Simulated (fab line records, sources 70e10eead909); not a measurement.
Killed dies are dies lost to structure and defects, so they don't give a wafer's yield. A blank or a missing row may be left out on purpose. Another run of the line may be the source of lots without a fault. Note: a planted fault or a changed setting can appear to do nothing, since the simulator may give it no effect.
fab line records + flow nand_harc
record
- lots=6
- wafers=18
- last_day=31
route steps=1302 shown A_ONON_D2@548 END@1302
lots that met no fault: taken from a fault-free run of the same line
start_h: hours from the record's first day to the start of the lot's first wafer shown + wait_h: hours elapsed since this lot's preceding step + " repeats the value in the row above + L1.1+2: several wafers, shown together as one row + - value missing, or start not given + * or withheld: withheld + < > ~ a bound
route shown NAME@n: NAME is a module with steps in the file, n the number in the route of the first one + usual: mean/standard deviation taken from wafers without a fault + same: alike in all rows + chamber/n: place in a boat + sites: the reading at each site + _std_site: how widely they spread, as a standard deviation + _edge_site: outer sites' mean less inner sites' + radius_mm: how far each site lies from the wafer's centre + mask NAME#n: copy n + behind: the last tool/chamber to shape the wafer + hold: why the lot was held/for how many hours/how that ended + device: which transistor (n, p or np) failed to switch + end of line: tests of these same wafers at the route's end + for a step that has no rows: nothing shown but its recipe + killed: the dies lost at the first sort to structure and to defects; this is not the yield of the wafer + map: shows each die of a wafer: x if killed, . if not, _ if none is there
set.NAME: the setting that was run; set.NAME@STEP: the one run at that earlier step + model.NAME: the simulator's own value behind a step, which no gauge read
certain route steps with their lots: each step a table, each wafer a row
services: the hour from which a tool's chamber was out of use, counted from the record's first day as start_h (under 0 if before that day), plus the number of hours and why
## steps
# step NHARC_A_ONON_D2_THK_MEAS_05
# recipe
- thk_meas_gauge=ellipsometry
# usual
- thk_nm=1003/8.7
| lot.wafer | tool          | chamber | start_h | wait_h | thk_nm |
|-----------|---------------|---------|---------|--------|--------|
| L437.3    | film_metro-02 | -       | 294.87  | -      | 996    |
| L437.4    | "             | -       | "       | "      | 996    |
| L437.6    | "             | -       | "       | "      | 997    |
| L445.2    | film_metro-02 | -       | 391.51  | -      | 1014   |
| L445.4    | "             | -       | "       | "      | 1013   |
| L445.5    | "             | -       | "       | "      | 1015   |
| L449.2    | film_metro-02 | -       | 425.20  | -      | 1005   |
| L449.3    | "             | -       | "       | "      | 1005   |
| L449.6    | "             | -       | "       | "      | 1006   |
| L450.2    | film_metro-01 | -       | 425.20  | -      | 1012   |
| L450.4    | "             | -       | "       | "      | 1012   |
| L450.5    | "             | -       | "       | "      | 1011   |
| L448.2    | film_metro-02 | -       | 425.37  | -      | 1007   |
| L448.3    | "             | -       | "       | "      | 1008   |
| L448.4    | "             | -       | "       | "      | 1010   |
| L453.1    | film_metro-02 | -       | 461.73  | -      | 1010   |
| L453.2    | "             | -       | "       | "      | 1011   |
| L453.4    | "             | -       | "       | "      | 1010   |
# step NHARC_A_ONON_D2_DEP_06
# recipe
- target_thk_a=10000
- n2_flow_sccm=2750
- n2o_flow_sccm=2000
- nh3_flow_sccm=500
- sih4_flow_sccm=210
- temp_c=400
# step NHARC_A_ONON_D2_THK_MEAS_08
# recipe
- thk_meas_gauge=ellipsometry
# usual
- thk_nm=999/8.5
| lot.wafer | tool          | chamber | start_h | wait_h | thk_nm |
|-----------|---------------|---------|---------|--------|--------|
| L437.3    | film_metro-02 | -       | 295.45  | -      | 1009   |
| L437.4    | "             | -       | "       | "      | 1009   |
| L437.6    | "             | -       | "       | "      | 1009   |
| L445.2    | film_metro-01 | -       | 392.07  | -      | 1003   |
| L445.4    | "             | -       | "       | "      | 1005   |
| L445.5    | "             | -       | "       | "      | 1005   |
| L450.2    | film_metro-02 | -       | 425.76  | -      | 1008   |
| L450.4    | "             | -       | "       | "      | 1008   |
| L450.5    | "             | -       | "       | "      | 1009   |
| L449.2    | film_metro-01 | -       | 425.78  | -      | 1006   |
| L449.3    | "             | -       | "       | "      | 1006   |
| L449.6    | "             | -       | "       | "      | 1006   |
| L448.2    | film_metro-01 | -       | 425.93  | -      | 1008   |
| L448.3    | "             | -       | "       | "      | 1007   |
| L448.4    | "             | -       | "       | "      | 1007   |
| L453.1    | film_metro-02 | -       | 462.30  | -      | 985    |
| L453.2    | "             | -       | "       | "      | 988    |
| L453.4    | "             | -       | "       | "      | 986    |
# step NHARC_A_ONON_D2_DEP_09
# recipe
- target_thk_a=10000
- n2_flow_sccm=2750
- n2o_flow_sccm=2000
- nh3_flow_sccm=500
- sih4_flow_sccm=210
- temp_c=400
# step NHARC_A_ONON_D2_THK_MEAS_11
# recipe
- thk_meas_gauge=ellipsometry
# usual
- thk_nm=1000/10
| lot.wafer | tool          | chamber | start_h | wait_h | thk_nm |
|-----------|---------------|---------|---------|--------|--------|
| L437.3    | film_metro-02 | -       | 296.02  | -      | 994    |
| L437.4    | "             | -       | "       | "      | 993    |
| L437.6    | "             | -       | "       | "      | 996    |
| L445.2    | film_metro-01 | -       | 392.64  | -      | 996    |
| L445.4    | "             | -       | "       | "      | 996    |
| L445.5    | "             | -       | "       | "      | 996    |
| L450.2    | film_metro-01 | -       | 426.33  | -      | 992    |
| L450.4    | "             | -       | "       | "      | 991    |
| L450.5    | "             | -       | "       | "      | 994    |
| L449.2    | film_metro-02 | -       | 426.34  | -      | 990    |
| L449.3    | "             | -       | "       | "      | 988    |
| L449.6    | "             | -       | "       | "      | 989    |
| L448.2    | film_metro-02 | -       | 426.49  | -      | 990    |
| L448.3    | "             | -       | "       | "      | 988    |
| L448.4    | "             | -       | "       | "      | 989    |
| L453.1    | film_metro-02 | -       | 462.86  | -      | 997    |
| L453.2    | "             | -       | "       | "      | 998    |
| L453.4    | "             | -       | "       | "      | 997    |
# step NHARC_A_ONON_D2_DEP_12
# recipe
- target_thk_a=10000
- n2_flow_sccm=2750
- n2o_flow_sccm=2000
- nh3_flow_sccm=500
- sih4_flow_sccm=210
- temp_c=400
# step NHARC_A_ONON_D2_THK_MEAS_14
# recipe
- thk_meas_gauge=ellipsometry
# usual
- thk_nm=1000/8.7
| lot.wafer | tool          | chamber | start_h | wait_h | thk_nm |
|-----------|---------------|---------|---------|--------|--------|
| L437.3    | film_metro-02 | -       | 296.62  | -      | 1009   |
| L437.4    | "             | -       | "       | "      | 1010   |
| L437.6    | "             | -       | "       | "      | 1010   |
| L445.2    | film_metro-02 | -       | 393.20  | -      | 992    |
| L445.4    | "             | -       | "       | "      | 991    |
| L445.5    | "             | -       | "       | "      | 991    |
| L450.2    | film_metro-02 | -       | 426.90  | -      | 1010   |
| L450.4    | "             | -       | "       | "      | 1011   |
| L450.5    | "             | -       | "       | "      | 1011   |
| L449.2    | film_metro-01 | -       | 426.91  | -      | 994    |
| L449.3    | "             | -       | "       | "      | 994    |
| L449.6    | "             | -       | "       | "      | 993    |
| L448.2    | film_metro-02 | -       | 427.06  | -      | 989    |
| L448.3    | "             | -       | "       | "      | 991    |
| L448.4    | "             | -       | "       | "      | 991    |
| L453.1    | film_metro-02 | -       | 463.44  | -      | 1010   |
| L453.2    | "             | -       | "       | "      | 1009   |
| L453.4    | "             | -       | "       | "      | 1010   |
# step NHARC_A_ONON_D2_ANNEAL_15
# recipe
- temp_c=750
- time_s=3600
# step NHARC_A_ONON_D2_DEP_16
# recipe
- target_thk_a=10000
- n2_flow_sccm=2750
- n2o_flow_sccm=2000
- nh3_flow_sccm=500
- sih4_flow_sccm=210
- temp_c=400
# step NHARC_A_ONON_D2_THK_MEAS_18
# recipe
- thk_meas_gauge=ellipsometry
# usual
- thk_nm=1004/13
| lot.wafer | tool          | chamber | start_h | wait_h | thk_nm |
|-----------|---------------|---------|---------|--------|--------|
| L437.3    | film_metro-02 | -       | 303.93  | -      | 1016   |
| L437.4    | "             | -       | "       | "      | 1017   |
| L437.6    | "             | -       | "       | "      | 1015   |
| L445.2    | film_metro-02 | -       | 400.70  | -      | 1002   |
| L445.4    | "             | -       | "       | "      | 1003   |
| L445.5    | "             | -       | "       | "      | 1002   |
| L450.2    | film_metro-02 | -       | 434.24  | -      | 984    |
| L450.4    | "             | -       | "       | "      | 985    |
| L450.5    | "             | -       | "       | "      | 985    |
| L449.2    | film_metro-01 | -       | 434.25  | -      | 983    |
| L449.3    | "             | -       | "       | "      | 986    |
| L449.6    | "             | -       | "       | "      | 984    |
| L448.2    | film_metro-02 | -       | 434.25  | -      | 995    |
| L448.3    | "             | -       | "       | "      | 996    |
| L448.4    | "             | -       | "       | "      | 997    |
| L453.1    | film_metro-02 | -       | 471.15  | -      | 1016   |
| L453.2    | "             | -       | "       | "      | 1015   |
| L453.4    | "             | -       | "       | "      | 1017   |
# step NHARC_A_ONON_D2_DEP_19
# recipe
- target_thk_a=10000
- n2_flow_sccm=2750
- n2o_flow_sccm=2000
- nh3_flow_sccm=500
- sih4_flow_sccm=210
- temp_c=400
# step NHARC_A_ONON_D2_THK_MEAS_21
# recipe
- thk_meas_gauge=ellipsometry
# usual
- thk_nm=1002/8.7
| lot.wafer | tool          | chamber | start_h | wait_h | thk_nm |
|-----------|---------------|---------|---------|--------|--------|
| L437.3    | film_metro-02 | -       | 304.50  | -      | 1002   |
| L437.4    | "             | -       | "       | "      | 1002   |
| L437.6    | "             | -       | "       | "      | 1002   |
| L445.2    | film_metro-02 | -       | 401.27  | -      | 1015   |
| L445.4    | "             | -       | "       | "      | 1014   |
| L445.5    | "             | -       | "       | "      | 1014   |
| L450.2    | film_metro-02 | -       | 434.81  | -      | 1003   |
| L450.4    | "             | -       | "       | "      | 1005   |
| L450.5    | "             | -       | "       | "      | 1003   |
| L449.2    | film_metro-01 | -       | 434.81  | -      | 1001   |
| L449.3    | "             | -       | "       | "      | 1002   |
| L449.6    | "             | -       | "       | "      | 1002   |
| L448.2    | film_metro-01 | -       | 434.82  | -      | 987    |
| L448.3    | "             | -       | "       | "      | 988    |
| L448.4    | "             | -       | "       | "      | 990    |
| L453.1    | film_metro-02 | -       | 471.72  | -      | 1005   |
| L453.2    | "             | -       | "       | "      | 1002   |
| L453.4    | "             | -       | "       | "      | 1001   |
# step NHARC_A_ONON_D2_DEP_22
# recipe
- target_thk_a=10000
- n2_flow_sccm=2750
- n2o_flow_sccm=2000
- nh3_flow_sccm=500
- sih4_flow_sccm=210
- temp_c=400
| lot.wafer  | tool          | chamber | start_h | wait_h |
|------------|---------------|---------|---------|--------|
| L437.3+4+6 | pecvd_onon-02 | 0       | 304.68  | 0.2    |
| L445.2+4+5 | pecvd_onon-01 | 0       | 401.39  | 0.1    |
| L449.2+3+6 | pecvd_onon-02 | 0       | 434.92  | 0.1    |
| L450.2+4+5 | pecvd_onon-01 | 0       | 434.92  | 0.1    |
| L448.2+3+4 | pecvd_onon-04 | 0       | 434.93  | 0.1    |
| L453.1+2+4 | pecvd_onon-01 | 0       | 471.78  | 0.1    |
# step NHARC_A_ONON_D2_THK_MEAS_24
# recipe
- thk_meas_gauge=ellipsometry
# usual
- thk_nm=1003/11
| lot.wafer | tool          | chamber | start_h | wait_h | thk_nm |
|-----------|---------------|---------|---------|--------|--------|
| L437.3    | film_metro-02 | -       | 305.08  | -      | 1010   |
| L437.4    | "             | -       | "       | "      | 1011   |
| L437.6    | "             | -       | "       | "      | 1010   |
| L445.2    | film_metro-01 | -       | 401.83  | -      | 990    |
| L445.4    | "             | -       | "       | "      | 989    |
| L445.5    | "             | -       | "       | "      | 991    |
| L449.2    | film_metro-02 | -       | 435.38  | -      | 993    |
| L449.3    | "             | -       | "       | "      | 993    |
| L449.6    | "             | -       | "       | "      | 995    |
| L450.2    | film_metro-01 | -       | 435.38  | -      | 635    |
| L450.4    | "             | -       | "       | "      | 635    |
| L450.5    | "             | -       | "       | "      | 635    |
| L448.2    | film_metro-01 | -       | 435.39  | -      | 1019   |
| L448.3    | "             | -       | "       | "      | 1020   |
| L448.4    | "             | -       | "       | "      | 1022   |
| L453.1    | film_metro-02 | -       | 472.29  | -      | 674    |
| L453.2    | "             | -       | "       | "      | 674    |
| L453.4    | "             | -       | "       | "      | 673    |
# step NHARC_A_ONON_D2_DEP_25
# recipe
- target_thk_a=10000
- n2_flow_sccm=2750
- n2o_flow_sccm=2000
- nh3_flow_sccm=500
- sih4_flow_sccm=210
- temp_c=400
# step NHARC_END_SORT_01
# recipe
- temp_c=25
# usual
- killed_at_array=55/22
- killed_at_other=1.1/1.4
- killed_at_periphery=4/3.2
- killed_dies=59/22
- killed_open=3.3/1.8
- killed_short=2.5/1.5
# same
- gross_dies=677
| lot.wafer | tool      | chamber | start_h | wait_h | killed_at_array | killed_at_other | killed_at_periphery | killed_dies | killed_open | killed_short |
|-----------|-----------|---------|---------|--------|-----------------|-----------------|---------------------|-------------|-------------|--------------|
| L450.2    | prober-02 | 0       | 705.81  | 2.8    | 671             | 1               | 5                   | 677         | 1           | 1            |
| L450.4    | prober-02 | 0       | 707.39  | 3.4    | 667             | 0               | 10                  | 677         | 4           | 3            |
| L450.5    | prober-02 | 0       | 708.19  | 3.7    | 665             | 0               | 12                  | 677         | 8           | 3            |
| L453.1    | prober-02 | 0       | 743.25  | 2.5    | 677             | 0               | 0                   | 677         | 3           | 1            |
| L453.2    | prober-02 | 0       | 744.04  | 2.8    | 673             | 2               | 2                   | 677         | 3           | 2            |
| L453.4    | prober-02 | 0       | 745.64  | 3.4    | 675             | 0               | 2                   | 677         | 2           | 1            |
# killed by level:class
L450.2 A_ONON_D2:area_dep=648 A_CHANNEL_HOLE_D1:chamber_film_flake=14 P_BONDPAD:chamber_film_flake=3 A_STAIRCASE:chamber_film_flake=3 A_SLIT:chamber_film_flake=2 A_ONON_D1:geometric_particle:short=1 A_CHANNEL_FILL_D1:geometric_particle:open=1 P_GATE:chamber_film_flake=1
L450.4 A_ONON_D2:area_dep=649 P_M0:chamber_film_flake=4 A_SLIT:chamber_film_flake=4 P_BONDPAD:chamber_film_flake=3 A_CHANNEL_HOLE_D1:chamber_film_flake=3 A_STAIRCASE:chamber_film_flake=3 A_SGD_CUT:chamber_film_flake=2 P_STI:geometric_particle:short=1
L450.5 A_ONON_D2:area_dep=636 A_CHANNEL_HOLE_D1:chamber_film_flake=12 A_STAIRCASE:chamber_film_flake=4 A_CONTACT:chamber_film_flake=4 P_GATE:chamber_film_flake=3 P_BONDPAD:chamber_film_flake=3 P_GATE:geometric_particle:open=2 A_CHANNEL_FILL_D1:geometric_particle:open=2
L453.1 A_ONON_D2:area_dep=599 A_SLIT:chamber_film_flake=33 A_CHANNEL_HOLE_D2:chamber_film_flake=26 A_CHANNEL_HOLE_D1:chamber_film_flake=8 A_CONTACT:chamber_film_flake=4 A_DECK1_JOINT:chamber_film_flake=2 A_ONON_D1:geometric_particle:open=1 A_CHANNEL_FILL_D2:geometric_particle:open=1
L453.2 A_ONON_D2:area_dep=603 A_SLIT:chamber_film_flake=34 A_CHANNEL_HOLE_D2:chamber_film_flake=14 A_CHANNEL_HOLE_D1:chamber_film_flake=10 A_DECK1_JOINT:chamber_film_flake=3 A_CONTACT:chamber_film_flake=3 THIN_TSV:chamber_film_flake=2 P_CONTACT:geometric_particle:open=1
L453.4 A_ONON_D2:area_dep=596 A_CHANNEL_HOLE_D2:chamber_film_flake=34 A_SLIT:chamber_film_flake=29 A_CHANNEL_HOLE_D1:chamber_film_flake=9 A_WL_FILL:chamber_film_flake=2 P_CONTACT:geometric_particle:open=1 A_DECK1_JOINT:geometric_particle:short=1 A_SGD_CUT:geometric_particle:open=1
# map L450.2 (x killed, . not)
____________x____________
_________xxxxxxx_________
_______xxxxxxxxxxx_______
______xxxxxxxxxxxxx______
_____xxxxxxxxxxxxxxx_____
____xxxxxxxxxxxxxxxxx____
____xxxxxxxxxxxxxxxxx____
___xxxxxxxxxxxxxxxxxxx___
___xxxxxxxxxxxxxxxxxxx___
__xxxxxxxxxxxxxxxxxxxxx__
__xxxxxxxxxxxxxxxxxxxxx__
_xxxxxxxxxxxxxxxxxxxxxxx_
_xxxxxxxxxxxxxxxxxxxxxxx_
_xxxxxxxxxxxxxxxxxxxxxxx_
_xxxxxxxxxxxxxxxxxxxxxxx_
_xxxxxxxxxxxxxxxxxxxxxxx_
xxxxxxxxxxxxxxxxxxxxxxxxx
xxxxxxxxxxxxxxxxxxxxxxxxx
xxxxxxxxxxxxxxxxxxxxxxxxx
xxxxxxxxxxxxxxxxxxxxxxxxx
xxxxxxxxxxxxxxxxxxxxxxxxx
_xxxxxxxxxxxxxxxxxxxxxxx_
_xxxxxxxxxxxxxxxxxxxxxxx_
_xxxxxxxxxxxxxxxxxxxxxxx_
_xxxxxxxxxxxxxxxxxxxxxxx_
_xxxxxxxxxxxxxxxxxxxxxxx_
__xxxxxxxxxxxxxxxxxxxxx__
__xxxxxxxxxxxxxxxxxxxxx__
___xxxxxxxxxxxxxxxxxxx___
___xxxxxxxxxxxxxxxxxxx___
____xxxxxxxxxxxxxxxxx____
____xxxxxxxxxxxxxxxxx____
_____xxxxxxxxxxxxxxx_____
______xxxxxxxxxxxxx______
_______xxxxxxxxxxx_______
_________xxxxxxx_________
____________x____________
# map L453.1 (x killed, . not)
____________x____________
_________xxxxxxx_________
_______xxxxxxxxxxx_______
______xxxxxxxxxxxxx______
_____xxxxxxxxxxxxxxx_____
____xxxxxxxxxxxxxxxxx____
____xxxxxxxxxxxxxxxxx____
___xxxxxxxxxxxxxxxxxxx___
___xxxxxxxxxxxxxxxxxxx___
__xxxxxxxxxxxxxxxxxxxxx__
__xxxxxxxxxxxxxxxxxxxxx__
_xxxxxxxxxxxxxxxxxxxxxxx_
_xxxxxxxxxxxxxxxxxxxxxxx_
_xxxxxxxxxxxxxxxxxxxxxxx_
_xxxxxxxxxxxxxxxxxxxxxxx_
_xxxxxxxxxxxxxxxxxxxxxxx_
xxxxxxxxxxxxxxxxxxxxxxxxx
xxxxxxxxxxxxxxxxxxxxxxxxx
xxxxxxxxxxxxxxxxxxxxxxxxx
xxxxxxxxxxxxxxxxxxxxxxxxx
xxxxxxxxxxxxxxxxxxxxxxxxx
_xxxxxxxxxxxxxxxxxxxxxxx_
_xxxxxxxxxxxxxxxxxxxxxxx_
_xxxxxxxxxxxxxxxxxxxxxxx_
_xxxxxxxxxxxxxxxxxxxxxxx_
_xxxxxxxxxxxxxxxxxxxxxxx_
__xxxxxxxxxxxxxxxxxxxxx__
__xxxxxxxxxxxxxxxxxxxxx__
___xxxxxxxxxxxxxxxxxxx___
___xxxxxxxxxxxxxxxxxxx___
____xxxxxxxxxxxxxxxxx____
____xxxxxxxxxxxxxxxxx____
_____xxxxxxxxxxxxxxx_____
______xxxxxxxxxxxxx______
_______xxxxxxxxxxx_______
_________xxxxxxx_________
____________x____________
## services
| tool          | chamber | start_h | hours | kind |
|---------------|---------|---------|-------|------|
| pecvd_onon-04 | -       | 311.00  | 13.0  | pm   |
| pecvd_onon-02 | -       | 366.28  | 13.0  | pm   |
| pecvd_onon-01 | -       | 450.95  | 13.0  | pm   |
## key
first_sign
- step=NHARC_A_ONON_D2_THK_MEAS_24
- reading=thk_nm
- direction=down
- sigmas=33
- usual=1003
- struck=655
effect
- step=NHARC_END_SORT_01
- reading=killed_dies
- direction=up
- sigmas=28
- usual=59
- struck=677
more_kills_born_at
- NHARC_A_ONON_D2_DEP_22@pecvd_onon-01=3731
met_at NHARC_A_ONON_D2_DEP_22
struck_wafers L450.2,L450.4,L450.5,L453.1,L453.2,L453.4
later_rows_left_out L450.2,L450.4,L450.5,L453.1,L453.2,L453.4
tester_left_out L450,L453
onset_between 401.39 434.92
fault
- kind=process_parameter_drift
- tool=pecvd_onon-01
- chamber=-
- onset_h=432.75
- steps=NHARC_A_ONON_D2_DEP_22
- channel=target_thk_a
- offset=*
- shape=step
- end_h=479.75
- acts_in=*
- stated=*
# tester_left_out: of these lots the tester's yield and bins aren't shown, on N5 and GAA mostly nor the transistor test; their killed dies are dies lost to structure and defects alone, not to doping, threshold or leakage, so they don't give the yield
# later_rows_left_out: the simulator's readings of these wafers behind a module that went badly wrong aren't trusted and aren't shown, but for the sort
